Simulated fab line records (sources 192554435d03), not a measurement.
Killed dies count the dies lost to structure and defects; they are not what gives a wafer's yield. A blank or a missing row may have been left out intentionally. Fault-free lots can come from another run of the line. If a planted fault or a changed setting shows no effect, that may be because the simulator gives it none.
fab line records :: flow n5-finfet
[record]
  lots = 7
  wafers = 39
route steps=1938 shown BEOL_M15@1808
start-h: hours from the record's opening day to when the first of the lot's shown wafers began :: wait-h: how many hours have passed since the lot's step before this one :: " as in the row above :: L1.1+2: a row that stands for several wafers :: - no value, or no start was given :: * or withheld: withheld :: < > ~ a bound
route shown NAME@n: a module of which the file shows steps, and the number in the route of the first :: usual: mean and standard deviation over wafers with no fault :: same: alike in all rows :: chamber/n: place in a boat :: sites: each site's reading :: _std_site: standard deviation of those values :: _edge_site: inner sites' mean taken away from outer sites' mean :: radius-mm: how far each site lies from the wafer's centre :: mask NAME#n: copy n :: behind: tool/chamber where the wafer was last shaped :: hold: why the lot was held/for how many hours/how that ended :: device: the transistor (n, p or np) that didn't switch :: end of line: the tests these same wafers got at the end of their route :: for a step that has no rows: nothing shown but its recipe :: killed: dies lost to structure and defects at the first sort, not the wafer's yield :: map: shows each die of a wafer: x if killed, . if not, _ if none is there
set.NAME: the setting the step ran with; set.NAME@STEP: the setting that earlier step ran with :: model.NAME: the simulator's own value behind a step, which no gauge read
lots run with intentionally changed settings; tables by step, rows by wafer
[[steps]]
[step N5_BEOL_M15_ETCH_61]
[recipe]
  chemistry = N2/H2
  target = BARC
  target-depth-a = 890
  overetch-a = 267
  time-s = 67.9
  ion-energy-ev = 200
  pressure-mtorr = 30
  source-w = 840
  bias-w = 150
  n2-flow-sccm = 200
  h2-flow-sccm = 200
lot.wafer: L075.1
tool: rie-diel-06
chamber: 2
start-h: 269.42
wait-h: 0.0
set.time-s: 67.9
model.coat_of_BEOL_M15_COAT_22.thk-nm: 715.8
model.BEOL_M15.cd-nm: 400.8

lot.wafer: L075.2
tool: rie-diel-06
chamber: 0
start-h: 269.42
wait-h: 0.0
set.time-s: 67.9
model.coat_of_BEOL_M15_COAT_22.thk-nm: 716.6
model.BEOL_M15.cd-nm: 399.6

lot.wafer: L075.3
tool: rie-diel-06
chamber: 1
start-h: 269.42
wait-h: 0.0
set.time-s: 67.9
model.coat_of_BEOL_M15_COAT_22.thk-nm: 716
model.BEOL_M15.cd-nm: 401.4

lot.wafer: L075.4
tool: rie-diel-06
chamber: 3
start-h: 269.42
wait-h: 0.0
set.time-s: 67.9
model.coat_of_BEOL_M15_COAT_22.thk-nm: 714.6
model.BEOL_M15.cd-nm: 401.2

lot.wafer: L075.5
tool: rie-diel-06
chamber: 1
start-h: 269.42
wait-h: 0.0
set.time-s: 67.9
model.coat_of_BEOL_M15_COAT_22.thk-nm: 716
model.BEOL_M15.cd-nm: 400

lot.wafer: L075.6
tool: rie-diel-06
chamber: 0
start-h: 269.42
wait-h: 0.0
set.time-s: 67.9
model.coat_of_BEOL_M15_COAT_22.thk-nm: 713.8
model.BEOL_M15.cd-nm: 400.4

lot.wafer: L076.1
tool: rie-diel-05
chamber: 0
start-h: 279.94
wait-h: 0.0
set.time-s: 86.27
model.coat_of_BEOL_M15_COAT_22.thk-nm: 701.2
model.BEOL_M15.cd-nm: 401.2

lot.wafer: L076.2
tool: rie-diel-05
chamber: 1
start-h: 279.94
wait-h: 0.0
set.time-s: 86.27
model.coat_of_BEOL_M15_COAT_22.thk-nm: 702.2
model.BEOL_M15.cd-nm: 401

lot.wafer: L076.3
tool: rie-diel-05
chamber: 3
start-h: 279.94
wait-h: 0.0
set.time-s: 67.9
model.coat_of_BEOL_M15_COAT_22.thk-nm: 721.8
model.BEOL_M15.cd-nm: 397.6

lot.wafer: L076.4
tool: rie-diel-05
chamber: 2
start-h: 279.94
wait-h: 0.0
set.time-s: 86.27
model.coat_of_BEOL_M15_COAT_22.thk-nm: 701
model.BEOL_M15.cd-nm: 401.8

lot.wafer: L076.5
tool: rie-diel-05
chamber: 0
start-h: 279.94
wait-h: 0.0
set.time-s: 67.9
model.coat_of_BEOL_M15_COAT_22.thk-nm: 719
model.BEOL_M15.cd-nm: 397.8

lot.wafer: L076.6
tool: rie-diel-05
chamber: 3
start-h: 279.94
wait-h: 0.0
set.time-s: 67.9
model.coat_of_BEOL_M15_COAT_22.thk-nm: 717.6
model.BEOL_M15.cd-nm: 399.2

lot.wafer: L083.1
tool: rie-diel-06
chamber: 2
start-h: 319.00
wait-h: 0.0
set.time-s: 67.9
model.coat_of_BEOL_M15_COAT_22.thk-nm: 714.8
model.BEOL_M15.cd-nm: 400.8

lot.wafer: L083.2
tool: rie-diel-06
chamber: 0
start-h: 319.00
wait-h: 0.0
set.time-s: 96.99
model.coat_of_BEOL_M15_COAT_22.thk-nm: 686.2
model.BEOL_M15.cd-nm: 405.8

lot.wafer: L083.3
tool: rie-diel-06
chamber: 3
start-h: 319.00
wait-h: 0.0
set.time-s: 96.99
model.coat_of_BEOL_M15_COAT_22.thk-nm: 689
model.BEOL_M15.cd-nm: 405.2

lot.wafer: L083.4
tool: rie-diel-06
chamber: 1
start-h: 319.00
wait-h: 0.0
set.time-s: 96.99
model.coat_of_BEOL_M15_COAT_22.thk-nm: 690
model.BEOL_M15.cd-nm: 404.8

lot.wafer: L083.5
tool: rie-diel-06
chamber: 1
start-h: 319.00
wait-h: 0.0
set.time-s: 67.9
model.coat_of_BEOL_M15_COAT_22.thk-nm: 715.6
model.BEOL_M15.cd-nm: 397.6

lot.wafer: L083.6
tool: rie-diel-06
chamber: 2
start-h: 319.00
wait-h: 0.0
set.time-s: 67.9
model.coat_of_BEOL_M15_COAT_22.thk-nm: 713.2
model.BEOL_M15.cd-nm: 399.2

lot.wafer: L088.1
tool: rie-diel-02
chamber: 2
start-h: 341.35
wait-h: 0.0
set.time-s: 31.61
model.coat_of_BEOL_M15_COAT_22.thk-nm: 752.6
model.BEOL_M15.cd-nm: 396

lot.wafer: L088.2
tool: rie-diel-02
chamber: 3
start-h: 341.35
wait-h: 0.0
set.time-s: 31.61
model.coat_of_BEOL_M15_COAT_22.thk-nm: 752
model.BEOL_M15.cd-nm: 396

lot.wafer: L088.3
tool: rie-diel-02
chamber: 1
start-h: 341.35
wait-h: 0.0
set.time-s: 67.9
model.coat_of_BEOL_M15_COAT_22.thk-nm: 718.2
model.BEOL_M15.cd-nm: 403.4

lot.wafer: L088.4
tool: rie-diel-02
chamber: 0
start-h: 341.35
wait-h: 0.0
set.time-s: 31.61
model.coat_of_BEOL_M15_COAT_22.thk-nm: 753.4
model.BEOL_M15.cd-nm: 394.6

lot.wafer: L088.5
tool: rie-diel-02
chamber: 2
start-h: 341.35
wait-h: 0.0
set.time-s: 67.9
model.coat_of_BEOL_M15_COAT_22.thk-nm: 720.2
model.BEOL_M15.cd-nm: 403.6

lot.wafer: L088.6
tool: rie-diel-02
chamber: 3
start-h: 341.35
wait-h: 0.0
set.time-s: 67.9
model.coat_of_BEOL_M15_COAT_22.thk-nm: 718.6
model.BEOL_M15.cd-nm: 401.2

lot.wafer: L090.1
tool: rie-diel-05
chamber: 0
start-h: 359.77
wait-h: 0.0
set.time-s: 67.9
model.coat_of_BEOL_M15_COAT_22.thk-nm: 713.8
model.BEOL_M15.cd-nm: 402.2

lot.wafer: L090.2
tool: rie-diel-05
chamber: 1
start-h: 359.77
wait-h: 0.0
set.time-s: 67.9
model.coat_of_BEOL_M15_COAT_22.thk-nm: 718.4
model.BEOL_M15.cd-nm: 402

lot.wafer: L090.3
tool: rie-diel-05
chamber: 3
start-h: 359.77
wait-h: 0.0
set.time-s: 67.9
model.coat_of_BEOL_M15_COAT_22.thk-nm: 717
model.BEOL_M15.cd-nm: 402

lot.wafer: L090.4
tool: rie-diel-05
chamber: 2
start-h: 359.77
wait-h: 0.0
set.time-s: 67.9
model.coat_of_BEOL_M15_COAT_22.thk-nm: 716.6
model.BEOL_M15.cd-nm: 401.8

lot.wafer: L090.5
tool: rie-diel-05
chamber: 2
start-h: 359.77
wait-h: 0.0
set.time-s: 67.9
model.coat_of_BEOL_M15_COAT_22.thk-nm: 716.4
model.BEOL_M15.cd-nm: 400.4

lot.wafer: L090.6
tool: rie-diel-05
chamber: 3
start-h: 359.77
wait-h: 0.0
set.time-s: 67.9
model.coat_of_BEOL_M15_COAT_22.thk-nm: 715.2
model.BEOL_M15.cd-nm: 404.2

lot.wafer: L094.1
tool: rie-diel-05
chamber: 2
start-h: 374.57
wait-h: 0.0
set.time-s: 67.9
model.coat_of_BEOL_M15_COAT_22.thk-nm: 719.2
model.BEOL_M15.cd-nm: 403.4

lot.wafer: L094.5
tool: rie-diel-05
chamber: 1
start-h: 374.57
wait-h: 0.0
set.time-s: 67.9
model.coat_of_BEOL_M15_COAT_22.thk-nm: 719.8
model.BEOL_M15.cd-nm: 402.6

lot.wafer: L094.6
tool: rie-diel-05
chamber: 2
start-h: 374.57
wait-h: 0.0
set.time-s: 67.9
model.coat_of_BEOL_M15_COAT_22.thk-nm: 722.2
model.BEOL_M15.cd-nm: 402.4

lot.wafer: L097.1
tool: rie-diel-06
chamber: 3
start-h: 394.13
wait-h: 0.0
set.time-s: 67.9
model.coat_of_BEOL_M15_COAT_22.thk-nm: 713.2
model.BEOL_M15.cd-nm: 397.2

lot.wafer: L097.2
tool: rie-diel-06
chamber: 1
start-h: 394.13
wait-h: 0.0
set.time-s: 67.9
model.coat_of_BEOL_M15_COAT_22.thk-nm: 713.4
model.BEOL_M15.cd-nm: 396

lot.wafer: L097.3
tool: rie-diel-06
chamber: 2
start-h: 394.13
wait-h: 0.0
set.time-s: 67.9
model.coat_of_BEOL_M15_COAT_22.thk-nm: 714.8
model.BEOL_M15.cd-nm: 395.6

lot.wafer: L097.4
tool: rie-diel-06
chamber: 0
start-h: 394.13
wait-h: 0.0
set.time-s: 67.9
model.coat_of_BEOL_M15_COAT_22.thk-nm: 713.6
model.BEOL_M15.cd-nm: 396.6

lot.wafer: L097.5
tool: rie-diel-06
chamber: 1
start-h: 394.13
wait-h: 0.0
set.time-s: 67.9
model.coat_of_BEOL_M15_COAT_22.thk-nm: 715.6
model.BEOL_M15.cd-nm: 398.2

lot.wafer: L097.6
tool: rie-diel-06
chamber: 2
start-h: 394.13
wait-h: 0.0
set.time-s: 67.9
model.coat_of_BEOL_M15_COAT_22.thk-nm: 714.4
model.BEOL_M15.cd-nm: 397.2
[step N5_BEOL_M15_TRENCH_ETCH_34]
[recipe]
  chemistry = C4F8/O2/Ar
  target = SiO2
  target-depth-a = 8729.3
  he-inner-torr = 15
  he-outer-torr = 30
  time-s = 199
  ion-energy-ev = 800
  pressure-mtorr = 20
  source-w = 1905
  bias-w = 2040
  Ar_flow_sccm = 400
  C4F8_flow_sccm = 16
  O2_flow_sccm = 12
lot.wafer: L075.1
tool: rie-diel-06
chamber: 2
start-h: 269.48
wait-h: 0.0
set.time-s@BEOL_M15_ETCH_61: 67.9
model.coat_of_BEOL_M15_COAT_22.thk-nm: 545.2
model.BEOL_M15.cd-nm: 401.2

lot.wafer: L075.2
tool: rie-diel-06
chamber: 0
start-h: 269.48
wait-h: 0.0
set.time-s@BEOL_M15_ETCH_61: 67.9
model.coat_of_BEOL_M15_COAT_22.thk-nm: 542
model.BEOL_M15.cd-nm: 400.2

lot.wafer: L075.3
tool: rie-diel-06
chamber: 1
start-h: 269.48
wait-h: 0.0
set.time-s@BEOL_M15_ETCH_61: 67.9
model.coat_of_BEOL_M15_COAT_22.thk-nm: 547.8
model.BEOL_M15.cd-nm: 401.2

lot.wafer: L075.4
tool: rie-diel-06
chamber: 3
start-h: 269.48
wait-h: 0.0
set.time-s@BEOL_M15_ETCH_61: 67.9
model.coat_of_BEOL_M15_COAT_22.thk-nm: 538.4
model.BEOL_M15.cd-nm: 401.2

lot.wafer: L075.5
tool: rie-diel-06
chamber: 1
start-h: 269.48
wait-h: 0.0
set.time-s@BEOL_M15_ETCH_61: 67.9
model.coat_of_BEOL_M15_COAT_22.thk-nm: 547.6
model.BEOL_M15.cd-nm: 399.6

lot.wafer: L075.6
tool: rie-diel-06
chamber: 0
start-h: 269.48
wait-h: 0.0
set.time-s@BEOL_M15_ETCH_61: 67.9
model.coat_of_BEOL_M15_COAT_22.thk-nm: 539.8
model.BEOL_M15.cd-nm: 400.8

lot.wafer: L076.1
tool: rie-diel-05
chamber: 0
start-h: 279.99
wait-h: 0.0
set.time-s@BEOL_M15_ETCH_61: 86.27
model.coat_of_BEOL_M15_COAT_22.thk-nm: 524.2
model.BEOL_M15.cd-nm: 401.6

lot.wafer: L076.2
tool: rie-diel-05
chamber: 1
start-h: 279.99
wait-h: 0.0
set.time-s@BEOL_M15_ETCH_61: 86.27
model.coat_of_BEOL_M15_COAT_22.thk-nm: 530
model.BEOL_M15.cd-nm: 401.4

lot.wafer: L076.3
tool: rie-diel-05
chamber: 3
start-h: 279.99
wait-h: 0.0
set.time-s@BEOL_M15_ETCH_61: 67.9
model.coat_of_BEOL_M15_COAT_22.thk-nm: 544.4
model.BEOL_M15.cd-nm: 398.2

lot.wafer: L076.4
tool: rie-diel-05
chamber: 2
start-h: 279.99
wait-h: 0.0
set.time-s@BEOL_M15_ETCH_61: 86.27
model.coat_of_BEOL_M15_COAT_22.thk-nm: 527.8
model.BEOL_M15.cd-nm: 402.4

lot.wafer: L076.5
tool: rie-diel-05
chamber: 0
start-h: 279.99
wait-h: 0.0
set.time-s@BEOL_M15_ETCH_61: 67.9
model.coat_of_BEOL_M15_COAT_22.thk-nm: 543.4
model.BEOL_M15.cd-nm: 398.4

lot.wafer: L076.6
tool: rie-diel-05
chamber: 3
start-h: 279.99
wait-h: 0.0
set.time-s@BEOL_M15_ETCH_61: 67.9
model.coat_of_BEOL_M15_COAT_22.thk-nm: 541
model.BEOL_M15.cd-nm: 400.2

lot.wafer: L083.1
tool: rie-diel-06
chamber: 2
start-h: 319.05
wait-h: 0.0
set.time-s@BEOL_M15_ETCH_61: 67.9
model.coat_of_BEOL_M15_COAT_22.thk-nm: 541.4
model.BEOL_M15.cd-nm: 400.6

lot.wafer: L083.2
tool: rie-diel-06
chamber: 0
start-h: 319.05
wait-h: 0.0
set.time-s@BEOL_M15_ETCH_61: 96.99
model.coat_of_BEOL_M15_COAT_22.thk-nm: 511
model.BEOL_M15.cd-nm: 406.2

lot.wafer: L083.3
tool: rie-diel-06
chamber: 3
start-h: 319.05
wait-h: 0.0
set.time-s@BEOL_M15_ETCH_61: 96.99
model.coat_of_BEOL_M15_COAT_22.thk-nm: 511.8
model.BEOL_M15.cd-nm: 405.6

lot.wafer: L083.4
tool: rie-diel-06
chamber: 1
start-h: 319.05
wait-h: 0.0
set.time-s@BEOL_M15_ETCH_61: 96.99
model.coat_of_BEOL_M15_COAT_22.thk-nm: 519
model.BEOL_M15.cd-nm: 404.8

lot.wafer: L083.5
tool: rie-diel-06
chamber: 1
start-h: 319.05
wait-h: 0.0
set.time-s@BEOL_M15_ETCH_61: 67.9
model.coat_of_BEOL_M15_COAT_22.thk-nm: 544.6
model.BEOL_M15.cd-nm: 397

lot.wafer: L083.6
tool: rie-diel-06
chamber: 2
start-h: 319.05
wait-h: 0.0
set.time-s@BEOL_M15_ETCH_61: 67.9
model.coat_of_BEOL_M15_COAT_22.thk-nm: 539
model.BEOL_M15.cd-nm: 399.2

lot.wafer: L088.1
tool: rie-diel-02
chamber: 2
start-h: 341.40
wait-h: 0.0
set.time-s@BEOL_M15_ETCH_61: 31.61
model.coat_of_BEOL_M15_COAT_22.thk-nm: 578.6
model.BEOL_M15.cd-nm: 395.4

lot.wafer: L088.2
tool: rie-diel-02
chamber: 3
start-h: 341.40
wait-h: 0.0
set.time-s@BEOL_M15_ETCH_61: 31.61
model.coat_of_BEOL_M15_COAT_22.thk-nm: 571.8
model.BEOL_M15.cd-nm: 396

lot.wafer: L088.3
tool: rie-diel-02
chamber: 1
start-h: 341.40
wait-h: 0.0
set.time-s@BEOL_M15_ETCH_61: 67.9
model.coat_of_BEOL_M15_COAT_22.thk-nm: 546.2
model.BEOL_M15.cd-nm: 403.4

lot.wafer: L088.4
tool: rie-diel-02
chamber: 0
start-h: 341.40
wait-h: 0.0
set.time-s@BEOL_M15_ETCH_61: 31.61
model.coat_of_BEOL_M15_COAT_22.thk-nm: 577.6
model.BEOL_M15.cd-nm: 394.4

lot.wafer: L088.5
tool: rie-diel-02
chamber: 2
start-h: 341.40
wait-h: 0.0
set.time-s@BEOL_M15_ETCH_61: 67.9
model.coat_of_BEOL_M15_COAT_22.thk-nm: 546.8
model.BEOL_M15.cd-nm: 403

lot.wafer: L088.6
tool: rie-diel-02
chamber: 3
start-h: 341.40
wait-h: 0.0
set.time-s@BEOL_M15_ETCH_61: 67.9
model.coat_of_BEOL_M15_COAT_22.thk-nm: 539.6
model.BEOL_M15.cd-nm: 401.2

lot.wafer: L090.1
tool: rie-diel-05
chamber: 0
start-h: 359.83
wait-h: 0.0
set.time-s@BEOL_M15_ETCH_61: 67.9
model.coat_of_BEOL_M15_COAT_22.thk-nm: 537.8
model.BEOL_M15.cd-nm: 402.6

lot.wafer: L090.2
tool: rie-diel-05
chamber: 1
start-h: 359.83
wait-h: 0.0
set.time-s@BEOL_M15_ETCH_61: 67.9
model.coat_of_BEOL_M15_COAT_22.thk-nm: 548.8
model.BEOL_M15.cd-nm: 402.4

lot.wafer: L090.3
tool: rie-diel-05
chamber: 3
start-h: 359.83
wait-h: 0.0
set.time-s@BEOL_M15_ETCH_61: 67.9
model.coat_of_BEOL_M15_COAT_22.thk-nm: 540
model.BEOL_M15.cd-nm: 402.6

lot.wafer: L090.4
tool: rie-diel-05
chamber: 2
start-h: 359.83
wait-h: 0.0
set.time-s@BEOL_M15_ETCH_61: 67.9
model.coat_of_BEOL_M15_COAT_22.thk-nm: 543.6
model.BEOL_M15.cd-nm: 402.4

lot.wafer: L090.5
tool: rie-diel-05
chamber: 2
start-h: 359.83
wait-h: 0.0
set.time-s@BEOL_M15_ETCH_61: 67.9
model.coat_of_BEOL_M15_COAT_22.thk-nm: 541.2
model.BEOL_M15.cd-nm: 401.2

lot.wafer: L090.6
tool: rie-diel-05
chamber: 3
start-h: 359.83
wait-h: 0.0
set.time-s@BEOL_M15_ETCH_61: 67.9
model.coat_of_BEOL_M15_COAT_22.thk-nm: 538.6
model.BEOL_M15.cd-nm: 404.6

lot.wafer: L094.1
tool: rie-diel-05
chamber: 2
start-h: 374.62
wait-h: 0.0
set.time-s@BEOL_M15_ETCH_61: 67.9
model.coat_of_BEOL_M15_COAT_22.thk-nm: 542.8
model.BEOL_M15.cd-nm: 404.2

lot.wafer: L094.5
tool: rie-diel-05
chamber: 1
start-h: 374.62
wait-h: 0.0
set.time-s@BEOL_M15_ETCH_61: 67.9
model.coat_of_BEOL_M15_COAT_22.thk-nm: 546.8
model.BEOL_M15.cd-nm: 402.8

lot.wafer: L094.6
tool: rie-diel-05
chamber: 2
start-h: 374.62
wait-h: 0.0
set.time-s@BEOL_M15_ETCH_61: 67.9
model.coat_of_BEOL_M15_COAT_22.thk-nm: 547.2
model.BEOL_M15.cd-nm: 402.6

lot.wafer: L097.1
tool: rie-diel-06
chamber: 3
start-h: 394.18
wait-h: 0.0
set.time-s@BEOL_M15_ETCH_61: 67.9
model.coat_of_BEOL_M15_COAT_22.thk-nm: 539
model.BEOL_M15.cd-nm: 397.6

lot.wafer: L097.2
tool: rie-diel-06
chamber: 1
start-h: 394.18
wait-h: 0.0
set.time-s@BEOL_M15_ETCH_61: 67.9
model.coat_of_BEOL_M15_COAT_22.thk-nm: 542.8
model.BEOL_M15.cd-nm: 396

lot.wafer: L097.3
tool: rie-diel-06
chamber: 2
start-h: 394.18
wait-h: 0.0
set.time-s@BEOL_M15_ETCH_61: 67.9
model.coat_of_BEOL_M15_COAT_22.thk-nm: 542.8
model.BEOL_M15.cd-nm: 395.8

lot.wafer: L097.4
tool: rie-diel-06
chamber: 0
start-h: 394.18
wait-h: 0.0
set.time-s@BEOL_M15_ETCH_61: 67.9
model.coat_of_BEOL_M15_COAT_22.thk-nm: 540.4
model.BEOL_M15.cd-nm: 397

lot.wafer: L097.5
tool: rie-diel-06
chamber: 1
start-h: 394.18
wait-h: 0.0
set.time-s@BEOL_M15_ETCH_61: 67.9
model.coat_of_BEOL_M15_COAT_22.thk-nm: 546.4
model.BEOL_M15.cd-nm: 397.8

lot.wafer: L097.6
tool: rie-diel-06
chamber: 2
start-h: 394.18
wait-h: 0.0
set.time-s@BEOL_M15_ETCH_61: 67.9
model.coat_of_BEOL_M15_COAT_22.thk-nm: 543.4
model.BEOL_M15.cd-nm: 397.2
[[key]]
[split]
  step = N5_BEOL_M15_ETCH_61
  setting = time-s
  stated = 67.9
  by = wafer
[response]
  step = N5_BEOL_M15_ETCH_61
  reading = model.coat_of_BEOL_M15_COAT_22.thk-nm
  change = -0.628
  per = 1%
  r = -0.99
[response]
  step = N5_BEOL_M15_ETCH_61
  reading = model.BEOL_M15.cd-nm
  change = +0.134
  per = 1%
  r = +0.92
[response]
  step = N5_BEOL_M15_TRENCH_ETCH_34
  reading = model.coat_of_BEOL_M15_COAT_22.thk-nm
  change = -0.61
  per = 1%
  r = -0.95
[response]
  step = N5_BEOL_M15_TRENCH_ETCH_34
  reading = model.BEOL_M15.cd-nm
  change = +0.138
  per = 1%
  r = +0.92
